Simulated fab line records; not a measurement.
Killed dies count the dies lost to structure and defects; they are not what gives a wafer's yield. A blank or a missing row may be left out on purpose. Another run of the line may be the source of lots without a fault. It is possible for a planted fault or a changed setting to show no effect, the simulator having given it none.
What tool caused it? :: flow nand_harc :: Sampling: 11 lots, 33 wafers, 6 of 1302 route steps

WHAT EACH GAUGE READ, for each wafer
NHARC_P_GATE_CD_MEAS_59 targets a cd of 720 nm. Usual: cd_nm 718.9 nm, standard deviation 2.3.
lot: L703
measured: day 5 14:47
on: cd_sem-03
cd_nm (nm): 714.4 718.2 715.2
flag: 

lot: L705
measured: day 6 10:59
on: cd_sem-02
cd_nm (nm): 720.5 720.7 722.1
flag: 

lot: L706
measured: day 6 15:46
on: cd_sem-01
cd_nm (nm): 714.8 711.4 717.2
flag: 

lot: L708
measured: day 7 13:53
on: cd_sem-01
cd_nm (nm): 719.3 721.9 715.1
flag: 

lot: L710
measured: day 8 13:31
on: cd_sem-03
cd_nm (nm): 716.4 718.2 718.4
flag: 

lot: L711
measured: day 8 21:39
on: cd_sem-01
cd_nm (nm): 716.8 715.2 717.9
flag: 

lot: L715
measured: day 10 09:27
on: cd_sem-01
cd_nm (nm): - - -
flag: OFF

lot: L723
measured: day 13 19:49
on: cd_sem-01
cd_nm (nm): 723.9 721.2 722.5
flag: 

lot: L724
measured: day 14 12:28
on: cd_sem-02
cd_nm (nm): 721.0 721.5 720.4
flag: 

lot: L725
measured: day 14 16:36
on: cd_sem-02
cd_nm (nm): 719.2 717.4 719.7
flag: 

lot: L726
measured: day 15 00:08
on: cd_sem-02
cd_nm (nm): 721.3 720.7 722.3
flag: 

NHARC_END_SORT_01. Usual: killed_at_array 62, standard deviation 15; killed_at_other 0.8, standard deviation 1; killed_at_periphery 3.7, standard deviation 2.6; killed_dies 66, standard deviation 15; killed_open 3.1, standard deviation 1.8; killed_short 2.6, standard deviation 1.7.
lot: L710
measured: day 27 15:35
on: prober-02
killed_at_array: 28 43 34
killed_at_other: 1 1 0
killed_at_periphery: 2 2 2
killed_dies: 31 46 36
killed_open: 3 3 0
killed_short: 0 1 1
flag: 

lot: L715
measured: day 29 02:34
on: prober-01
killed_at_array: 47 41 50
killed_at_other: 2 1 1
killed_at_periphery: 628 635 626
killed_dies: 677 677 677
killed_open: 5 2 1
killed_short: 3 2 5
flag: OFF

lot: L723
measured: day 32 03:32
on: prober-01
killed_at_array: 56 81 87
killed_at_other: 3 2 0
killed_at_periphery: 3 4 6
killed_dies: 62 87 93
killed_open: 2 6 2
killed_short: 0 4 6
flag: 

TOOL THAT RAN EACH LOT (tool first, then ch and the chambers of the sampled wafers, then the start)
lot: L703
NHARC_P_GATE_HM_OPEN_105: rie_diel-13 ch 2,3, day 5 01:50 or earlier
NHARC_P_GATE_ETCH_32: rie_si-03 ch 0,1, day 5 01:50
NHARC_P_GATE_ALD_36: ald_sin-01 ch 1,2, day 5 02:38
NHARC_P_GATE_EXPOSE_56: krf_scanner-01 ch 0, day 5 14:37

lot: L705
NHARC_P_GATE_HM_OPEN_105: rie_diel-13 ch 0,1,3, day 5 21:53 or earlier
NHARC_P_GATE_ETCH_32: rie_si-05 ch 0,1,3, day 5 21:53
NHARC_P_GATE_ALD_36: ald_sin-01 ch 0,1,2, day 5 22:46
NHARC_P_GATE_EXPOSE_56: krf_scanner-01 ch 0, day 6 10:49

lot: L706
NHARC_P_GATE_HM_OPEN_105: rie_diel-09 ch 1,2,3, day 6 02:47 or earlier
NHARC_P_GATE_ETCH_32: rie_si-01 ch 0,3, day 6 02:47
NHARC_P_GATE_ALD_36: ald_sin-04 ch 0,1, day 6 04:39
NHARC_P_GATE_EXPOSE_56: krf_scanner-01 ch 0, day 6 15:37

lot: L708
NHARC_P_GATE_HM_OPEN_105: rie_diel-13 ch 1,2, day 7 00:55 or earlier
NHARC_P_GATE_ETCH_32: rie_si-05 ch 1,2,3, day 7 00:55
NHARC_P_GATE_ALD_36: ald_sin-01 ch 0,1, day 7 02:44
NHARC_P_GATE_EXPOSE_56: krf_scanner-04 ch 0, day 7 13:44

lot: L710
NHARC_P_GATE_HM_OPEN_105: rie_diel-02 ch 0,1,3, day 8 00:23 or earlier
NHARC_P_GATE_ETCH_32: rie_si-05 ch 1,2,3, day 8 00:23
NHARC_P_GATE_ALD_36: ald_sin-01 ch 0,1,2, day 8 01:11
NHARC_P_GATE_EXPOSE_56: krf_scanner-01 ch 0, day 8 13:22

lot: L711
NHARC_P_GATE_HM_OPEN_105: rie_diel-13 ch 0,2,3, day 8 08:29 or earlier
NHARC_P_GATE_ETCH_32: rie_si-05 ch 0,2,3, day 8 08:29
NHARC_P_GATE_ALD_36: ald_sin-02 ch 0,1,3, day 8 09:19
NHARC_P_GATE_EXPOSE_56: krf_scanner-04 ch 0, day 8 21:30

lot: L715
NHARC_P_GATE_HM_OPEN_105: rie_diel-09 ch 1,2, day 9 20:27 or earlier
NHARC_P_GATE_ETCH_32: rie_si-05 ch 0,2,3, day 9 20:27
NHARC_P_GATE_ALD_36: ald_sin-04 ch 1,2, day 9 21:14
NHARC_P_GATE_EXPOSE_56: krf_scanner-01 ch 0, day 10 09:17

lot: L723
NHARC_P_GATE_HM_OPEN_105: rie_diel-02 ch 0,2, day 13 06:48 or earlier
NHARC_P_GATE_ETCH_32: rie_si-03 ch 0,2,3, day 13 06:48
NHARC_P_GATE_ALD_36: ald_sin-02 ch 2,3, day 13 07:34
NHARC_P_GATE_EXPOSE_56: krf_scanner-01 ch 0, day 13 19:40

lot: L724
NHARC_P_GATE_HM_OPEN_105: rie_diel-09 ch 0,1,2, day 13 23:34 or earlier
NHARC_P_GATE_ETCH_32: rie_si-03 ch 1,2,3, day 13 23:34
NHARC_P_GATE_ALD_36: ald_sin-04 ch 0,1,2, day 14 03:29
NHARC_P_GATE_EXPOSE_56: krf_scanner-01 ch 0, day 14 12:19

lot: L725
NHARC_P_GATE_HM_OPEN_105: rie_diel-02 ch 0,1, day 14 03:26 or earlier
NHARC_P_GATE_ETCH_32: rie_si-05 ch 0,1,2, day 14 03:26
NHARC_P_GATE_ALD_36: ald_sin-01 ch 2,3, day 14 04:13
NHARC_P_GATE_EXPOSE_56: krf_scanner-04 ch 0, day 14 16:26

lot: L726
NHARC_P_GATE_HM_OPEN_105: rie_diel-02 ch 0,1,2, day 14 11:20 or earlier
NHARC_P_GATE_ETCH_32: rie_si-03 ch 0,2,3, day 14 11:20
NHARC_P_GATE_ALD_36: ald_sin-02 ch 0,1, day 14 12:06
NHARC_P_GATE_EXPOSE_56: krf_scanner-04 ch 0, day 14 23:59
- NHARC_P_GATE_HM_OPEN_105: chemistry O2/COS, target depth 360 nm.
- NHARC_P_GATE_ETCH_32: etches the open film in HBr/Cl2, target depth 150 nm, time 100.1 s.
- NHARC_P_GATE_ALD_36: deposits SiNx, target thk 20 nm, pulse time 60 s, ald cycles 223.
- NHARC_P_GATE_EXPOSE_56: exposes mask P PSD, target cd 720 nm.

WHAT THE TOOLS THEMSELVES READ (means of the sampled wafers that have a number; where no wafer has one, the mark that the record gives instead)
NHARC_P_GATE_HM_OPEN_105. Usual: chamber_pressure_mTorr is 20.002 mTorr with standard deviation 0.022, drypump_motor_current_A is 5.8 A with standard deviation 0.53, oes_product_au is 0.996 a.u. with standard deviation 0.011, rf_fwd_power_W is 497.5 W with standard deviation 1.8, rf_vpp_V is 467.5 V with standard deviation 2.6, showerhead_plenum_p_Torr is 3.14 Torr with standard deviation 0.12, and throttle_valve_pct is 28.330 % with standard deviation 0.0092.
lot: L703
tool: rie_diel-13
chamber_pressure_mTorr (mTorr): 20.000
drypump_motor_current_A (A): 5.2
oes_product_au (a.u.): 0.998
rf_fwd_power_W (W): 496.9
rf_vpp_V (V): 470.0
showerhead_plenum_p_Torr (Torr): 3.23
throttle_valve_pct (%): 28.325
flag: 

lot: L705
tool: rie_diel-13
chamber_pressure_mTorr (mTorr): 19.985
drypump_motor_current_A (A): 5.6
oes_product_au (a.u.): 1.002
rf_fwd_power_W (W): 497.8
rf_vpp_V (V): 467.6
showerhead_plenum_p_Torr (Torr): 3.17
throttle_valve_pct (%): 28.338
flag: 

lot: L706
tool: rie_diel-09
chamber_pressure_mTorr (mTorr): 20.001
drypump_motor_current_A (A): 6.2
oes_product_au (a.u.): 0.994
rf_fwd_power_W (W): 497.5
rf_vpp_V (V): 467.7
showerhead_plenum_p_Torr (Torr): 3.14
throttle_valve_pct (%): 28.342
flag: 

lot: L708
tool: rie_diel-13
chamber_pressure_mTorr (mTorr): 19.999
drypump_motor_current_A (A): 5.5
oes_product_au (a.u.): 1.011
rf_fwd_power_W (W): 498.1
rf_vpp_V (V): 469.9
showerhead_plenum_p_Torr (Torr): 3.25
throttle_valve_pct (%): 28.322
flag: 

lot: L710
tool: rie_diel-02
chamber_pressure_mTorr (mTorr): 19.993
drypump_motor_current_A (A): 5.7
oes_product_au (a.u.): 0.987
rf_fwd_power_W (W): 496.3
rf_vpp_V (V): 465.3
showerhead_plenum_p_Torr (Torr): 3.01
throttle_valve_pct (%): 28.333
flag: 

lot: L711
tool: rie_diel-13
chamber_pressure_mTorr (mTorr): 20.008
drypump_motor_current_A (A): 5.6
oes_product_au (a.u.): 0.994
rf_fwd_power_W (W): 496.7
rf_vpp_V (V): 468.9
showerhead_plenum_p_Torr (Torr): 3.17
throttle_valve_pct (%): 28.330
flag: 

lot: L715
tool: rie_diel-09
chamber_pressure_mTorr (mTorr): 20.014
drypump_motor_current_A (A): 6.2
oes_product_au (a.u.): 0.998
rf_fwd_power_W (W): 499.2
rf_vpp_V (V): 469.2
showerhead_plenum_p_Torr (Torr): 3.20
throttle_valve_pct (%): 28.335
flag: 

lot: L723
tool: rie_diel-02
chamber_pressure_mTorr (mTorr): 19.997
drypump_motor_current_A (A): 6.5
oes_product_au (a.u.): 0.990
rf_fwd_power_W (W): 497.9
rf_vpp_V (V): 466.9
showerhead_plenum_p_Torr (Torr): 3.11
throttle_valve_pct (%): 28.334
flag: 

lot: L724
tool: rie_diel-09
chamber_pressure_mTorr (mTorr): 20.005
drypump_motor_current_A (A): 6.2
oes_product_au (a.u.): 0.993
rf_fwd_power_W (W): 498.8
rf_vpp_V (V): 467.1
showerhead_plenum_p_Torr (Torr): 3.12
throttle_valve_pct (%): 28.335
flag: 

lot: L725
tool: rie_diel-02
chamber_pressure_mTorr (mTorr): 19.999
drypump_motor_current_A (A): 6.0
oes_product_au (a.u.): 0.978
rf_fwd_power_W (W): 497.7
rf_vpp_V (V): 465.0
showerhead_plenum_p_Torr (Torr): 3.01
throttle_valve_pct (%): 28.333
flag: 

lot: L726
tool: rie_diel-02
chamber_pressure_mTorr (mTorr): 19.990
drypump_motor_current_A (A): 5.9
oes_product_au (a.u.): 0.986
rf_fwd_power_W (W): 496.4
rf_vpp_V (V): 467.8
showerhead_plenum_p_Torr (Torr): 3.12
throttle_valve_pct (%): 28.340
flag: 

NHARC_P_GATE_ETCH_32. Usual: chamber_pressure_mTorr 15.000 mTorr, standard deviation 0.013; drypump_motor_current_A 5.8 A, standard deviation 0.46; mfc_cl2_sccm 49.99 sccm, standard deviation 0.15; oes_product_au 1.002 a.u., standard deviation 0.012; rf_fwd_power_W 396.6 W, standard deviation 1.5; throttle_valve_pct 26.406 %, standard deviation 0.01.
lot: L703
tool: rie_si-03
chamber_pressure_mTorr (mTorr): 14.995
drypump_motor_current_A (A): 5.7
mfc_cl2_sccm (sccm): 49.99
oes_product_au (a.u.): 0.997
rf_fwd_power_W (W): 396.7
throttle_valve_pct (%): 26.404
flag: 

lot: L705
tool: rie_si-05
chamber_pressure_mTorr (mTorr): 14.998
drypump_motor_current_A (A): 5.9
mfc_cl2_sccm (sccm): 50.03
oes_product_au (a.u.): 1.012
rf_fwd_power_W (W): 395.5
throttle_valve_pct (%): 26.413
flag: 

lot: L706
tool: rie_si-01
chamber_pressure_mTorr (mTorr): 15.007
drypump_motor_current_A (A): 5.8
mfc_cl2_sccm (sccm): 50.06
oes_product_au (a.u.): 0.998
rf_fwd_power_W (W): 397.0
throttle_valve_pct (%): 26.408
flag: 

lot: L708
tool: rie_si-05
chamber_pressure_mTorr (mTorr): 14.998
drypump_motor_current_A (A): 5.9
mfc_cl2_sccm (sccm): 49.97
oes_product_au (a.u.): 1.009
rf_fwd_power_W (W): 395.2
throttle_valve_pct (%): 26.400
flag: 

lot: L710
tool: rie_si-05
chamber_pressure_mTorr (mTorr): 15.003
drypump_motor_current_A (A): 5.8
mfc_cl2_sccm (sccm): 49.90
oes_product_au (a.u.): 1.010
rf_fwd_power_W (W): 396.9
throttle_valve_pct (%): 26.405
flag: 

lot: L711
tool: rie_si-05
chamber_pressure_mTorr (mTorr): 14.990
drypump_motor_current_A (A): 6.0
mfc_cl2_sccm (sccm): 49.98
oes_product_au (a.u.): 1.009
rf_fwd_power_W (W): 397.5
throttle_valve_pct (%): 26.401
flag: 

lot: L715
tool: rie_si-05
chamber_pressure_mTorr (mTorr): 15.003
drypump_motor_current_A (A): 6.0
mfc_cl2_sccm (sccm): 50.02
oes_product_au (a.u.): 1.002
rf_fwd_power_W (W): 396.6
throttle_valve_pct (%): 26.401
flag: 

lot: L723
tool: rie_si-03
chamber_pressure_mTorr (mTorr): 15.000
drypump_motor_current_A (A): 6.2
mfc_cl2_sccm (sccm): 50.01
oes_product_au (a.u.): 1.001
rf_fwd_power_W (W): 397.8
throttle_valve_pct (%): 26.408
flag: 

lot: L724
tool: rie_si-03
chamber_pressure_mTorr (mTorr): 14.997
drypump_motor_current_A (A): 6.1
mfc_cl2_sccm (sccm): 49.97
oes_product_au (a.u.): 1.006
rf_fwd_power_W (W): 396.0
throttle_valve_pct (%): 26.411
flag: 

lot: L725
tool: rie_si-05
chamber_pressure_mTorr (mTorr): 15.017
drypump_motor_current_A (A): 5.7
mfc_cl2_sccm (sccm): 50.10
oes_product_au (a.u.): 1.002
rf_fwd_power_W (W): 395.7
throttle_valve_pct (%): 26.419
flag: 

lot: L726
tool: rie_si-03
chamber_pressure_mTorr (mTorr): 14.994
drypump_motor_current_A (A): 6.2
mfc_cl2_sccm (sccm): 49.98
oes_product_au (a.u.): 1.011
rf_fwd_power_W (W): 395.9
throttle_valve_pct (%): 26.404
flag: 

NHARC_P_GATE_ALD_36. Usual: heater_power_w 796 W, standard deviation 69; precursor_pulse_height_rel 1.003, standard deviation 0.02.
lot: L703
tool: ald_sin-01
heater_power_w (W): 752
precursor_pulse_height_rel: 0.999
flag: 

lot: L705
tool: ald_sin-01
heater_power_w (W): 754
precursor_pulse_height_rel: 1.005
flag: 

lot: L706
tool: ald_sin-04
heater_power_w (W): 764
precursor_pulse_height_rel: 1.008
flag: 

lot: L708
tool: ald_sin-01
heater_power_w (W): 783
precursor_pulse_height_rel: 1.005
flag: 

lot: L710
tool: ald_sin-01
heater_power_w (W): 764
precursor_pulse_height_rel: 1.005
flag: 

lot: L711
tool: ald_sin-02
heater_power_w (W): 783
precursor_pulse_height_rel: 1.011
flag: 

lot: L715
tool: ald_sin-04
heater_power_w (W): 810
precursor_pulse_height_rel: 1.007
flag: 

lot: L723
tool: ald_sin-02
heater_power_w (W): 845
precursor_pulse_height_rel: 1.014
flag: 

lot: L724
tool: ald_sin-04
heater_power_w (W): 777
precursor_pulse_height_rel: 1.004
flag: 

lot: L725
tool: ald_sin-01
heater_power_w (W): 774
precursor_pulse_height_rel: 1.027
flag: 

lot: L726
tool: ald_sin-02
heater_power_w (W): 792
precursor_pulse_height_rel: 0.987
flag: 

THE ANSWER, worked out from the rows above alone
Rule: lot off if the mean of its wafers having a number is beyond 3 standard deviations from the usual mean. A lot without any number at a reading at which 4 lots or more have one is off too. The other lots that the step has rows for count as sound. After the gauges, taken in route order, come the tools' own readings; for these a lot's mean is taken, as printed above. The first step at which some lot is off is used, and at that step the reading that is off furthest; a lot without a number counts as furthest.
Off, at NHARC_P_GATE_CD_MEAS_59 on cd_nm: L715. Without a number there: L715.
If a tool, at a process step before that reading, ran all the lots that are off and no sound lot after the first of them, it fits. Not tried: the gauges at NHARC_P_GATE_CD_MEAS_59; whatever is off there is also off at NHARC_END_SORT_01, on other tools, and gauge error can't account for it. Because NHARC_P_GATE_HM_OPEN_105 lacks a start for some lots, the hours and order of its lots are taken from NHARC_P_GATE_ETCH_32. Of those tried, none fits.

WHAT HAD BEEN PUT IN BY THE SIMULATOR
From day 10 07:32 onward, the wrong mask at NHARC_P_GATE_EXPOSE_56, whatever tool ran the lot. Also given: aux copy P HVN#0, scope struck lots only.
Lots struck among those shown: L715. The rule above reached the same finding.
